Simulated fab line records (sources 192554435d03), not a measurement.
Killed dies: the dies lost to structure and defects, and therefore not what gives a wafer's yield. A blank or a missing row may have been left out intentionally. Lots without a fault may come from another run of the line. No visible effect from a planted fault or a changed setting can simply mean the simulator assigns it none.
fab line records -- flow n5-finfet
record lots=5, wafers=15, last-day=17
route steps=1938 shown BEOL_M0@739 BEOL_M1@751 BEOL_M4@1111 PASSIVATION@1936
lots that met no fault: from a run of the same line without faults
start-h: hours from the record's opening day to when the first of the lot's shown wafers began -- wait-h: time in hours since the lot's previous step -- " unchanged from the row above -- L1.1+2: one row covering several wafers at once -- - either no value or no given start -- * or withheld: withheld -- < > ~ a bound
route shown NAME@n: a module of which the file shows steps, and the number in the route of the first -- usual: average and standard deviation across the fault-free wafers -- same: alike in all rows -- chamber/n: place in a boat -- sites: each site's reading -- _std_site: standard deviation of those values -- _edge_site: outer sites' mean less inner sites' -- radius-mm: how far each site lies from the wafer's centre -- mask NAME#n: copy n -- behind: the tool/chamber that last shaped the wafer -- hold: the reason the lot was held/the length of the hold in hours/how it ended -- device: the n, p or np transistor that did not switch -- end of line: the route-end tests of the same wafers -- a step without rows: its recipe alone -- killed: the dies lost at the first sort to structure and to defects; this is not the yield of the wafer -- map: per-die view of a wafer (x killed, . not killed, _ where there is no die)
set.NAME: setting as actually run; set.NAME@STEP: the setting as run at that earlier step -- model.NAME: the simulator's own value behind a step, which no gauge read
lots at some steps of the route; a table a step, a row a wafer
services: from which hour (start-h, from the record's first day; less than 0 if before it) a tool's chamber was out of use, for how many hours, and why
## steps
# step N5_BEOL_M0_ANNEAL_135
# recipe temp-c=400, time-s=60, ambient=vacuum
# step N5_BEOL_M0_SPUTTER_141
# recipe material=Cu, target-thk-a=40, temp-c=-20, chamber-pressure-pa=0.07, power-w=withheld, time-s=7.37
# step N5_BEOL_M0_ECD_118
# recipe material=Cu, target-thk-a=3000
# step N5_BEOL_M0_ANNEAL_119
# recipe temp-c=225, time-s=90, ambient=N2
# step N5_BEOL_M0_CMP_120
# recipe stop-on=SiOC, t-overpolish-s=6.9, down-force-psi=1, platen-rpm=50, clearing-platen-down-force-psi=1.5, clearing-platen-rpm=50, post-cmp-clean=cu-alkaline, clearing-platen-pad-velocity-m-s=0.99484, pad-velocity-m-s=0.99484
# step N5_BEOL_M0_PRE_CLEAN_131
# recipe gas=NH3/H2, time-s=15, temp-c=*, rf-power-w=300
# step N5_BEOL_M0_CO_CAP_123
# recipe material=Co, target-thk-a=20, temp-c=200, precursor=CCTBA/H2, pressure-torr=30, time-s=102.1
# step N5_BEOL_M0_PRE_CLEAN_124
# recipe gas=NH3, time-s=15, temp-c=withheld, rf-power-w=300
# step N5_BEOL_M0_DEP_125
# recipe material=SiCN, target-thk-a=80, temp-c=withheld, precursor=3MS/NH3, pressure-torr=3, rf-w=202, time-s=14
# step N5_BEOL_M1_ILD_DEP_00
# recipe material=SiOC, target-thk-a=790, temp-c=350, precursor=DEMS/O2, pressure-torr=5, rf-w=500, time-s=15.3
# usual heater-power-w=453/57, showerhead-plenum-p-Torr=5.699/0.021, throttle-valve-pct=12.1/0.94
lot.wafer,tool,chamber,start-h,wait-h,heater-power-w,showerhead-plenum-p-Torr,throttle-valve-pct
L822.1,pecvd-02,2,158.47,0.0,452,5.690,11.0
L822.4,pecvd-02,1,158.47,0.0,402,5.718,13.6
L822.5,pecvd-02,2,158.47,0.0,466,5.667,11.4
L825.1,pecvd-02,0,186.70,0.0,463,5.701,11.2
L825.4,pecvd-02,2,186.70,0.0,475,5.678,11.2
L825.6,pecvd-02,1,186.70,0.0,424,5.730,13.6
L826.2,pecvd-02,2,186.83,0.0,483,5.683,11.5
L826.3,pecvd-02,0,186.83,0.0,447,5.698,11.1
L826.6,pecvd-02,2,186.83,0.0,479,5.681,10.9
L836.1,pecvd-01,1,244.66,0.0,592,5.718,12.9
L836.3,pecvd-01,0,244.66,0.0,509,5.728,11.7
L836.4,pecvd-01,0,244.66,0.0,500,5.740,11.9
L838.1,pecvd-02,1,262.02,0.0,412,5.734,13.7
L838.2,pecvd-02,0,262.02,0.0,412,5.688,10.8
L838.6,pecvd-02,2,262.02,0.0,494,5.671,11.2
# step N5_BEOL_M1_PECVD_72
# recipe material=SiO2, target-thk-a=160, temp-c=400, precursor=TEOS/O2, pressure-torr=5.5, rf-w=450, teos-flow-sccm=53.8, gas=O2, flow-sccm=3000, time-s=18
# step N5_BEOL_M1_HM_DEP_02
# recipe material=TiN, target-thk-a=200, temp-c=25, chamber-pressure-pa=0.49996
# step N5_BEOL_M1_COAT_61
# recipe resist=SOC, temp-c=250, time-s=60, spin-rpm=1500, resist-thk-nm=60
# step N5_BEOL_M1_COAT_62
# recipe resist=SiARC, temp-c=220, time-s=60, spin-rpm=1500, resist-thk-nm=12
# step N5_BEOL_M1_COAT_73
# recipe resist=underlayer, temp-c=205, time-s=60, spin-rpm=1500, resist-thk-nm=5
# step N5_BEOL_M1_COAT_05
# recipe resist=CAR-EUV, spin-rpm=1500, resist-thk-nm=30
# step N5_BEOL_M1_EBR_07
# recipe solvent=PGMEA, ebr-width-mm=1.5
# step N5_BEOL_M1_SOFTBAKE_06
# recipe temp-c=110, time-s=60, resist=CAR-EUV
# step N5_BEOL_M1_EXPOSE_08
# recipe mask-id=M1, na=0.33, source-shape=dipole, sigma-inner=0.369, sigma-outer=0.767, polarization=unpolarized, dose-mj=33
# step N5_BEOL_M1_PEB_09
# recipe peb-temp-c=100, peb-time-s=60, resist=CAR-EUV
# step N5_BEOL_M1_DEVELOP_10
# recipe develop-time-s=30, developer=TMAH, resist=CAR-EUV, rinse-liquid=surfactant-rinse, dry=air-spin, dev-temp-c=23
# step N5_BEOL_M1_INSPECT_13
# recipe mode=adi, inspect-instrument=brightfield
# usual raw-defect-count=427/97
lot.wafer,tool,chamber,start-h,wait-h,raw-defect-count
L822.1,defect-inspect-02,-,160.25,0.1,1177
L822.4,defect-inspect-02,-,160.25,0.1,1282
L822.5,defect-inspect-02,-,160.25,0.1,1096
L825.1,defect-inspect-01,-,188.92,0.1,1124
L825.4,defect-inspect-01,-,188.92,0.1,1039
L825.6,defect-inspect-01,-,188.92,0.1,1153
L826.2,defect-inspect-02,-,189.09,0.0,1149
L826.3,defect-inspect-02,-,189.09,0.0,1368
L826.6,defect-inspect-02,-,189.09,0.0,1263
L836.1,defect-inspect-02,-,246.28,0.1,433
L836.3,defect-inspect-02,-,246.28,0.1,333
L836.4,defect-inspect-02,-,246.28,0.1,350
L838.1,defect-inspect-02,-,262.79,0.1,417
L838.2,defect-inspect-02,-,262.79,0.1,407
L838.6,defect-inspect-02,-,262.79,0.1,357
# step N5_BEOL_M1_DESCUM_16
# recipe chemistry=O2, time-s=7, source-power-w=50, bias-power-w=20, pressure-mtorr=20, rf-frequency-hz=2.712e+07, temp-c=40, resist=CAR-EUV, o2-flow-sccm=225
# step N5_BEOL_M4_RC_MEAS_101
# usual DIBL_N=37.3/2.3, DIBL_P=37.4/2.9, IOFF_N=0.18/0.045, IOFF_P=0.25/0.054, ION_N=679/15, ION_P=468/9.7, SS_N=71.8/0.62, SS_P=73.6/0.76, VT_N=248/4.1, VT_P=-248/3.6
lot.wafer,tool,chamber,start-h,wait-h,DIBL_N[mV/V],DIBL_P[mV/V],IOFF_N[nA/um],IOFF_P[nA/um],ION_N[uA/um],ION_P[uA/um],SS_N[mV/dec],SS_P[mV/dec],VT_N[mV],VT_P[mV]
L822.1,prober-01,0,199.31,0.0,38.0,38.6,0.21,0.28,696,469,71.7,73.4,243,-244
L822.4,prober-01,0,199.31,0.0,40.3,41.9,0.27,0.34,696,481,72.5,74.2,240,-243
L822.5,prober-01,0,199.31,0.0,38.4,39.6,0.22,0.30,705,480,72.1,73.7,241,-242
L825.1,prober-01,0,235.73,0.0,39.3,40.3,0.24,0.27,697,474,73.0,74.3,243,-249
L825.4,prober-01,0,235.73,0.0,34.9,36.9,0.16,0.22,676,472,71.4,73.0,247,-251
L825.6,prober-01,0,235.73,0.0,38.3,40.4,0.24,0.29,685,468,72.8,74.1,245,-245
L826.2,prober-02,0,236.62,0.2,37.3,38.8,0.20,0.23,690,473,72.1,74.6,243,-251
L826.3,prober-02,0,236.62,0.2,39.6,40.5,0.21,0.26,678,456,72.7,75.0,249,-251
L826.6,prober-02,0,236.62,0.2,38.1,38.6,0.18,0.22,669,454,72.2,74.0,250,-252
L836.1,prober-02,0,295.73,0.0,36.8,36.7,0.16,0.20,677,458,71.4,73.5,249,-253
L836.3,prober-02,0,295.73,0.0,34.5,34.0,0.11,0.16,647,445,71.7,73.0,257,-256
L836.4,prober-02,0,295.73,0.0,37.9,37.0,0.18,0.20,688,465,72.3,72.4,247,-251
L838.1,prober-02,0,301.45,0.0,37.2,36.9,0.20,0.31,704,488,71.1,73.8,247,-243
L838.2,prober-02,0,301.45,0.0,34.1,32.9,0.12,0.21,657,469,71.4,73.2,256,-249
L838.6,prober-02,0,301.45,0.0,37.6,36.2,0.18,0.26,673,471,72.6,73.4,249,-246
# step N5_PASSIVATION_PROBE_49
# usual defect-limited-yield=91.3/1.5, killed_at_M0_to_M3=35/8.7, killed_at_M4_up=14/5.5, killed-at-contacts=11/5.6, killed-at-front-end=39/13, killed-at-other=3.7/2.2, killed-dies=103/18, killed-open=69/14, killed-short=33/7.8, sort_bin_5_function=5.1/0.99, sort_bin_6_memory=3.3/0.67, sort_bin_8_speed=0.02/0.17, sort-n-pass=1077/18, sort-yield-pct=91.2/1.5
# same gross-dies=1180, killed-at-back-side=0, sort_bin_4_leakage[%]=0
lot.wafer,tool,chamber,start-h,wait-h,defect-limited-yield[%],killed_at_M0_to_M3,killed_at_M4_up,killed-at-contacts,killed-at-front-end,killed-at-other,killed-dies,killed-open,killed-short,sort_bin_5_function[%],sort_bin_6_memory[%],sort_bin_8_speed[%],sort-n-pass,sort-yield-pct[%]
L822.1,prober-01,-,302.80,0.0,80.6,167,20,3,35,4,229,54,28,11.9,4.2,0,951,80.6
L822.4,prober-01,-,302.95,0.2,85.6,116,10,14,28,2,170,50,19,9.0,2.9,0,1010,85.6
L822.5,prober-01,-,303.00,0.2,81.0,164,11,10,33,6,224,49,38,12.7,2.6,0,956,81.0
L826.2,prober-02,-,350.47,0.1,80.7,183,9,12,22,2,228,69,26,12.5,3.7,0,952,80.7
L826.3,prober-02,-,350.52,0.1,85.7,107,21,14,25,2,169,77,31,8.2,4.2,0,1011,85.7
L826.6,prober-02,-,350.67,0.3,80.7,179,7,24,14,4,228,64,20,11.8,4.0,0,952,80.7
L825.1,prober-01,-,352.38,0.0,85.1,105,12,3,54,2,176,75,38,8.3,5.0,0,1004,85.1
L825.4,prober-01,-,352.53,0.2,80.2,168,11,6,48,1,234,68,27,13.1,3.9,0,946,80.2
L825.6,prober-01,-,352.63,0.3,84.1,138,15,5,29,1,188,57,29,10.8,3.1,0,992,84.1
# killed by level:class
L822.1 BEOL_M1:unspecified=144 BEOL_M4:geometric-particle:open=8 DUMMY_GATE:geometric-particle:open=7 GATE_CUT:geometric-particle:short=6 BEOL_M0_SAQP:geometric-particle:short=6 BEOL_M0_SAQP:geometric-particle:open=6 FIN_SAQP:geometric-particle:open=4 GATE_CUT:geometric-particle:open=4
L822.4 BEOL_M1:unspecified=101 MOL_CONTACT_COAG:geometric-particle:open=12 FIN_SAQP:geometric-particle:open=6 BEOL_M4:geometric-particle:open=6 BEOL_M0_SAQP:geometric-particle:open=6 BEOL_M3:geometric-particle:open=5 FIN_SAQP:geometric-particle:short=4 STI_FIN_REVEAL:geometric-particle:open=4
L822.5 BEOL_M1:unspecified=136 FIN_SAQP:geometric-particle:open=8 MOL_CONTACT_COAG:geometric-particle:open=7 FIN_SAQP:geometric-particle:short=6 BEOL_M2:geometric-particle:short=5 BEOL_M2:geometric-particle:open=5 BEOL_M3:geometric-particle:short=5 BEOL_M3:geometric-particle:open=5
L826.2 BEOL_M1:unspecified=133 BEOL_M2:geometric-particle:open=15 MOL_CONTACT_COAG:geometric-particle:open=9 BEOL_M0_SAQP:geometric-particle:short=7 BEOL_M1:geometric-particle:open=7 BEOL_M3:geometric-particle:open=7 FIN_SAQP:geometric-particle:open=5 GATE_CUT:geometric-particle:short=5
L826.3 BEOL_M1:unspecified=61 BEOL_M4:geometric-particle:open=11 MOL_CONTACT_COAG:geometric-particle:open=10 FIN_SAQP:geometric-particle:open=9 BEOL_M0:geometric-particle:open=9 BEOL_M0_SAQP:geometric-particle:open=7 BEOL_M0_SAQP:geometric-particle:short=6 BEOL_M1:geometric-particle:open=6
L826.6 BEOL_M1:unspecified=144 MOL_CONTACT_COAG:geometric-particle:open=22 BEOL_M0:geometric-particle:open=8 BEOL_M0_SAQP:geometric-particle:open=7 BEOL_M2:geometric-particle:open=7 FIN_SAQP:geometric-particle:open=5 BEOL_M0_SAQP:geometric-particle:short=4 BEOL_M4:geometric-particle:open=4
L825.1 BEOL_M1:unspecified=63 STI_FIN_REVEAL:geometric-particle:open=16 GATE_CUT:geometric-particle:short=12 BEOL_M2:geometric-particle:open=10 BEOL_M4:geometric-particle:open=9 BEOL_M3:geometric-particle:open=6 FIN_SAQP:geometric-particle:open=5 GATE_CUT:geometric-particle:open=5
L825.4 BEOL_M1:unspecified=139 FIN_SAQP:geometric-particle:open=15 STI_FIN_REVEAL:geometric-particle:open=12 BEOL_M0_SAQP:geometric-particle:open=11 BEOL_M0_SAQP:geometric-particle:short=8 BEOL_M4:geometric-particle:open=7 MOL_CONTACT_COAG:geometric-particle:open=6 SPACER0:geometric-particle:open=5
L825.6 BEOL_M1:unspecified=100 BEOL_M0_SAQP:geometric-particle:short=11 BEOL_M0_SAQP:geometric-particle:open=9 FIN_SAQP:geometric-particle:open=7 STI_FIN_REVEAL:geometric-particle:open=7 BEOL_M3:geometric-particle:open=6 BEOL_M4:geometric-particle:short=6 MOL_CONTACT_COAG:geometric-particle:open=5
# map L822.1 (x killed, . not)
_________________.........x..________________
______________.................._____________
___________x..............x........__________
__________.........................._________
________..................x..........._______
_______x.........xx.x..x...x...........______
______......x........................x.._____
_____x.......x..x.x...........x..........____
____.....x....................x...........___
___..x.x.............x.....................__
___.............x.................x........__
__................x........x................_
__.x....................x..................._
_...x..xx...x......x..x..xx..x..x.x..........
_.......................................x..x.
_....x.............x.........................
_..x....x...............x......x.............
_..............x.......xx............x......x
_..................x..x.xxxx.xx.....x........
_....x.............xxxxxxxxxxxxxx.....x....x.
_...............x.x.xxxxxxxxxxxx.....x.......
__...............x.xxxxxxxxxxxxx.xx........._
__................x.xxxxxxxxxxxxxx.........._
___x..............xxxxxxxxxxxxxxx.xx.......__
___.............x..xxxxxxxxxxxxxxxx........__
____.....x.......xxxxxxxxxxxxxxxx.........___
_____............x.xx.xxxxxxxxxxx.....x..____
______.....x.......x.xxxxxxxxxx......x.._____
_______.......x...x...xxx..xx.....x....______
________.............xxx.xxxx.xx......_______
__________..........x..............x_________
___________............x..x....x...__________
______________..............x..._____________
_________________......xx....________________
# map L825.4 (x killed, . not)
_________________...x........________________
______________..x..........x...._____________
___________..x..x....x.............__________
__________......x............xx....._________
________x......x...x.................._______
_______..x.............................______
______......x.x........x.............x.._____
_____................x...x..........x....____
____........................xx............___
___....x....x.....x......x....x...x.xx.x..x__
___..................x...x..........x..x.x.__
__..............x......x...................._
__x...............x...x..x............x....x_
_...................................x........
_...x..........x...........................xx
_......xx......................x.x.x.........
_....................x..................x....
_.......................xx..x.........xx.....
_...x......x.......x....xxx.xx..x..x.......x.
_...................x.xxxxxxxxxxx.......x....
_.x..............x.xxxxxxxxxxxx...xx.........
__...............x.xxxxxxxxxxxxx............_
__...............x.xxxxxxxxxxxxxxx.x........_
___..x......x.....xxxxxxxxxxxxxx.xx...x...x__
___.............x.xxxxxxxxxxxxxx...........__
____..............x.xxxxxxxxxxxxx....x...x___
_____................xxxxxxxxxxx.........____
______.x..........xxxxxxxxxxxxxx.x......_____
_______..x..........x..xxxxx.xx.x...x..______
________.............x....x.x..xx....._______
__________............xx............_________
___________.................x..xx..__________
______________.................._____________
_________________........x.x.________________
## services
tool,chamber,start-h,hours,kind
pecvd-02,-,156.71,0.9,repair
pecvd-01,0,193.17,7.0,repair
pecvd-01,2,202.38,-,clean
pecvd-01,2,202.38,-,consumable-replace:showerhead
pecvd-01,2,202.38,29.0,scheduled-down
pecvd-01,2,202.38,29.0,vent-cycle
## key
first-sign step=N5_BEOL_M1_INSPECT_13, reading=raw-defect-count, direction=up, sigmas=7.8, usual=427, struck=1183
effect step=N5_PASSIVATION_PROBE_49, reading=killed_at_M0_to_M3, direction=up, sigmas=13, usual=35, struck=147
more-kills-born-at N5_BEOL_M1_ILD_DEP_00@pecvd-02=1020
met-at N5_BEOL_M1_ILD_DEP_00
struck-wafers L822.1,L822.4,L822.5,L825.1,L825.4,L825.6,L826.2,L826.3,L826.6
fault kind=chamber-particle-source, tool=pecvd-02, chamber=-, onset-h=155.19, steps=N5_BEOL_M1_ILD_DEP_00, rate-per-visit-cm2=1.2617, end-h=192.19
